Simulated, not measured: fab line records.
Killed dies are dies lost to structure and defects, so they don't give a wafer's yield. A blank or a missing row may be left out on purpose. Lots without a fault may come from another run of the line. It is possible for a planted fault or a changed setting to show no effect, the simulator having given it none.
Struck lot and sound lot, side by side	flow n5 finfet	39 steps out of a route of 1938
Sound: wafers L123.2, L123.4, L123.5. The struck wafers were L127.1, L127.3, L127.5. Last of all comes the cause.
Each step with rows lists, per side, the tool, then ch with its chambers, then its first start. Under that, the readings that differ: sound wafers	struck wafers	difference of the means	sigmas: that difference in standard deviations of wafers without a fault.
alike: words and numbers the same on both sides, and readings whose means are apart by under 2 such deviations; not compared: readings that were withheld, readings missing a value for some wafer, numbers with overlapping values and no deviation given by the record, and bounds like >300 which may hide the same value.
Wherever a step has rows on one side only, a row that says differs or no value, or a row with sigmas, the two part there. Numbers that don't overlap but have no deviation are shown without sigmas and don't part them. A reading that every wafer of one side lacks parts them only if that side has two wafers or more.

first, 11 steps without rows for these wafers: N5_BEOL_M4_STRIP_65 (strips in N2/H2); N5_BEOL_M4_STRIP_75 (strips in N2/H2); N5_BEOL_M4_STRIP_66 (strips in CF4); N5_BEOL_M4_HM_OPEN_17 (chemistry Cl2/BCl3, target TiN, target depth 20 nm, overetch 6 nm); N5_BEOL_M4_STRIP_19 (strips in O2); N5_BEOL_M4_COAT_67 (time 60 s, resist thk 60 nm); N5_BEOL_M4_COAT_68 (time 60 s, resist thk 12 nm); N5_BEOL_M4_COAT_76 (time 60 s, resist thk 5 nm); N5_BEOL_M4_COAT_22 (resist thk 30 nm); N5_BEOL_M4_EBR_24; N5_BEOL_M4_SOFTBAKE_23 (time 60 s).
N5_BEOL_M4_EXPOSE_25: exposes mask V3, defocus 5 nm.
  sound on euv scanner-01 ch 0, day 10 13:25; struck on euv scanner-01 ch 0, day 11 08:51
reading	sound	struck	difference	sigmas
exposure dose mJ cm2	62.75 62.66 62.76	58.52 58.47 58.57	-4.20	-61
  alike: mask, reticle temp C
then, 2 steps without rows for these wafers: N5_BEOL_M4_PEB_26 (peb time 60 s); N5_BEOL_M4_DEVELOP_27 (develop time 30 s).
N5_BEOL_M4_CD_MEAS_28: target cd 26.2 nm, target cd y 24.1 nm.
  sound on cd sem-02 ch 0, day 10 13:34; struck on cd sem-01 ch 0, day 11 08:59
reading	sound	struck	difference	sigmas
cd nm (nm)	26.40 26.37 25.65	25.05 25.00 25.21	-1.05	-5
then, 22 steps without rows for these wafers: N5_BEOL_M4_DESCUM_33 (chemistry O2, time 7 s); N5_BEOL_M4_ETCH_77 (etches underlayer in N2/H2, target depth 6.5 nm, time 5.2 s); N5_BEOL_M4_ETCH_69 (etches SiARC in CF4, target depth 15.6 nm, time 26 s); N5_BEOL_M4_ALD_98 (deposits SiO2, target thk 2.5 nm, pulse time 1 s, co reactant pulse time 1 s); N5_BEOL_M4_ETCHBACK_99 (etches SiO2 in CHF3, target depth 5 nm, time 10.4 s); N5_BEOL_M4_ETCH_70 (etches SOC in N2/H2, target depth 80 nm, overetch 24 nm, time 130 s); N5_BEOL_M4_STRIP_71 (strips in N2/H2); N5_BEOL_M4_STRIP_78 (strips in N2/H2); N5_BEOL_M4_VIA_ETCH_34 (etches the open film in C4F6/O2, target depth 69.4 nm, time 65.9 s); N5_BEOL_M4_STRIP_83 (strips in C4F6/O2); N5_BEOL_M4_STRIP_36 (strips in N2/H2); N5_BEOL_M4_TRENCH_ETCH_37 (etches SiOC in C4F6/O2, target depth 55.555 nm, time 29.2 s); N5_BEOL_M4_ETCH_41 (etches SiCN in CH3F/O2, target depth 29.9 nm, time 52.5 s); N5_BEOL_M4_STRIP_97 (strips in N2/H2, time 10 s); N5_BEOL_M4_HM_STRIP_39 (strips TiN in peroxide tin strip, target depth 25 nm, time 158 s); N5_BEOL_M4_SRD_40 (time 30 s); N5_BEOL_M4_PRECLEAN_42 (cleans in residue remover, time 60 s); N5_BEOL_M4_SRD_43 (time 30 s); N5_BEOL_M4_DEGAS_44 (time 60 s); N5_BEOL_M4_PRE_CLEAN_45 (time 30 s); N5_BEOL_M4_ALD_84 (deposits TaN, pulse time 2 s, purge time 3 s, co reactant purge time 2 s); N5_BEOL_M4_SURFACE_TREAT_85.
N5_BEOL_M4_RC_MEAS_101:
  sound on prober-02 ch 0, day 10 21:56; struck on prober-02 ch 0, day 11 18:33
  alike: DIBL_N, DIBL_P, IOFF_N, IOFF_P, ION_N, ION_P, SS_N, SS_P, VT_N, VT_P
-- here the record skips 5 days between the struck wafers' starts before and after, leaving off in module BEOL_M4 and picking up in module PASSIVATION (first step shown: number 1936 of the route) --
N5_PASSIVATION_PROBE_49:
  rows exist in the record for the struck wafers here (prober-02, day 16 15:07), but not for the sound ones

## WHERE THEY PART
At N5_BEOL_M4_EXPOSE_25 first; at N5_PASSIVATION_PROBE_49 last (within this record only).

WHY: what had been put in by the simulator
Process parameters drifting: euv scanner-01 at N5_BEOL_M4_EXPOSE_25, beginning at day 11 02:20. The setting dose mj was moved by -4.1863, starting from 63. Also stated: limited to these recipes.
